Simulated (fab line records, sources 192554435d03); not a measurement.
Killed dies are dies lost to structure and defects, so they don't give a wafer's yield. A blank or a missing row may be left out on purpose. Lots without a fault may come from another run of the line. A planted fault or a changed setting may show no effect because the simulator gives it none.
Chamber matching | flow n5_finfet | N5_BEOL_M0_SAQP_CUT_ETCH_46 on rie_diel-03: 4 sister chambers
The step etches SOC in N2/H2, target depth 135 nm, overetch 27 nm, time 202.5 s. 4 wafers are shown with their chamber, then 11 later ones without.

WAFERS WITH THEIR CHAMBER
wafer  | chamber | showerhead_plenum_p_Torr (Torr)
L082.6 | 3       | 2.57
L085.2 | 0       | 2.64
L085.4 | 1       | 2.63
L086.1 | 2       | 2.49

WAFERS WITHOUT THEIR CHAMBER
wafer  | showerhead_plenum_p_Torr (Torr)
L086.3 | 2.63
L086.4 | 2.64
L093.1 | 2.62
L093.4 | 2.63
L093.6 | 2.49
L094.1 | 2.49
L094.2 | 2.62
L094.3 | 2.63
L097.3 | 2.63
L097.4 | 2.56
L097.6 | 2.48

WHICH CHAMBER EACH WENT THROUGH
wafer  | from the rows above     | in truth
L086.3 | can't be placed: 1 or 0 | 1
L086.4 | can't be placed: 0 or 1 | 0
L093.1 | can't be placed: 1 or 0 | 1
L093.4 | can't be placed: 1 or 0 | 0
L093.6 | 2                       | 2
L094.1 | 2                       | 2
L094.2 | can't be placed: 1 or 0 | 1
L094.3 | can't be placed: 1 or 0 | 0
L097.3 | can't be placed: 1 or 0 | 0
L097.4 | 3                       | 3
L097.6 | 2                       | 2
Placed correctly: 4 of 11. Can't be placed from these rows: 7 (the true chamber is among the candidates in 7). Placed wrongly: 0.
How it was worked out, from the rows above alone: a wafer's distance from a chamber is the root of the sum, over the readings, of the square of ((its reading less the chamber's mean) divided by the reading's scatter). The wafer belongs to the nearest chamber; if the next one is less than 2 further off, it can't be placed. A chamber's mean is the mean of its shown wafers. The scatter: with one shown wafer a chamber, the root of the mean of the squares of how far each hidden wafer lies from its nearest shown one.
